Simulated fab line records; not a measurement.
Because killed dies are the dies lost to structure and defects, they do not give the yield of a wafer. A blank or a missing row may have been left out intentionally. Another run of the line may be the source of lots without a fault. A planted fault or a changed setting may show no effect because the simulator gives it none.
A struck lot beside a sound one | flow nand_harc | 19 out of 1159 route steps
Sound: wafers L783.1, L783.3, L783.5. Struck: wafers L791.1, L791.3, L791.4. At the end, the cause is stated.
At each step with rows: each side's tool, then ch and its chambers, then its first start. Under that, the readings that differ: sound wafers | struck wafers | difference of the means | sigmas: that difference in standard deviations of wafers without a fault.
alike: words and numbers the same on both sides, and readings whose means are apart by under 2 such deviations; not compared: readings that were withheld, readings missing a value for some wafer, numbers with overlapping values and no deviation given by the record, and bounds like >300 which may hide the same value.
Wherever a step has rows on one side only, a row that says differs or no value, or a row with sigmas, the two part there. When numbers do not overlap yet have no deviation, they are printed without sigmas and do not part them. Lack of a reading on every wafer of one side parts them only where that side has two or more wafers.

NHARC_P_GATE_CD_MEAS_59 targets a cd of 720 nm.
  sound on cd_sem-01 ch 0, day 6 03:46; struck on cd_sem-01 ch 0, day 8 13:31
  alike: cd_nm
then, 1 step without rows for these wafers: NHARC_P_GATE_HARDBAKE_60 (time 80 s).
NHARC_P_GATE_DESCUM_61: chemistry O2, time 3 s.
  sound on rie_diel-09 ch 1,2, day 6 03:56; struck on rie_diel-11 ch 0,1,2, day 8 13:41
  alike: drypump_motor_current_A, mfc_ar_sccm, oes_product_au, rf_vpp_V, showerhead_plenum_p_Torr, throttle_valve_pct
  not compared: rf_hours_counter_h
after that, 1 step had no rows for these wafers: NHARC_P_GATE_IMPLANT_62.
NHARC_P_GATE_STRIP_112: strips in N2/H2, time 200 s.
  sound on plasma_asher-01 ch 0,1, day 6 04:18; struck on plasma_asher-01 ch 0,1, day 8 14:03
  alike: drypump_motor_current_A, heater_power_w, rf_refl_power_W
  not compared: rf_hours_counter_h
NHARC_P_GATE_STRIP_76: strips in O2.
  sound on plasma_asher-01 ch 0,1, day 6 04:34; struck on plasma_asher-01 ch 0,1, day 8 14:19
  alike: drypump_motor_current_A, heater_power_w, rf_refl_power_W
  not compared: rf_hours_counter_h
then, 6 steps without rows for these wafers: NHARC_P_GATE_STRIP_63 (strips in SPM, time 900 s); NHARC_P_GATE_DEHYDRATE_83 (time 120 s); NHARC_P_GATE_HMDS_84 (time 30 s); NHARC_P_GATE_COAT_85; NHARC_P_GATE_SOFTBAKE_86 (time 95 s); NHARC_P_GATE_EBR_87.
NHARC_P_GATE_EXPOSE_88: exposes mask P HVN, target cd 2000 nm.
  sound on krf_scanner-01 ch 0, day 6 05:20; struck on krf_scanner-02 ch 0, day 8 15:05
  reading | sound                   | struck                           | difference | sigmas
  mask    | P_HVN#0 P_HVN#0 P_HVN#0 | P_HVN_R1#0 P_HVN_R1#0 P_HVN_R1#0 | differs    |
  alike: stage_vel_mm_s
then, 2 steps without rows for these wafers: NHARC_P_GATE_PEB_89 (peb time 85 s); NHARC_P_GATE_DEVELOP_90 (time 70 s).
NHARC_P_GATE_CD_MEAS_91 targets a cd of 2000 nm.
  sound on cd_sem-01 ch 0, day 6 05:29; struck on cd_sem-02 ch 0, day 8 15:14
  reading    | sound                | struck               | difference | sigmas
  cd_nm (nm) | 2000.9 2004.6 2000.6 | 1938.0 1940.0 1937.6 | -63.5      | -35
then, 1 step without rows for these wafers: NHARC_P_GATE_HARDBAKE_92 (time 80 s).
NHARC_P_GATE_DESCUM_93: chemistry O2, time 3 s.
  sound on rie_diel-09 ch 0,2, day 6 05:40; struck on rie_diel-11 ch 0,1,2, day 8 15:24
  reading                 | sound          | struck          | difference | sigmas
  model.P_GATE.cd_nm (nm) | 2000 2004 2000 | 1937 1940 720.5 | -469       |
  alike: drypump_motor_current_A, mfc_ar_sccm, oes_product_au, rf_vpp_V, showerhead_plenum_p_Torr, throttle_valve_pct
  not compared: rf_hours_counter_h
after that, 1 step had no rows for these wafers: NHARC_P_GATE_IMPLANT_94.

## WHERE THEY PART
Last at NHARC_P_GATE_CD_MEAS_91 as far as this record goes, first at NHARC_P_GATE_EXPOSE_88. Later steps at which nothing parts them and some readings are alike: NHARC_P_GATE_DESCUM_93.

WHY: the cause the simulator had injected
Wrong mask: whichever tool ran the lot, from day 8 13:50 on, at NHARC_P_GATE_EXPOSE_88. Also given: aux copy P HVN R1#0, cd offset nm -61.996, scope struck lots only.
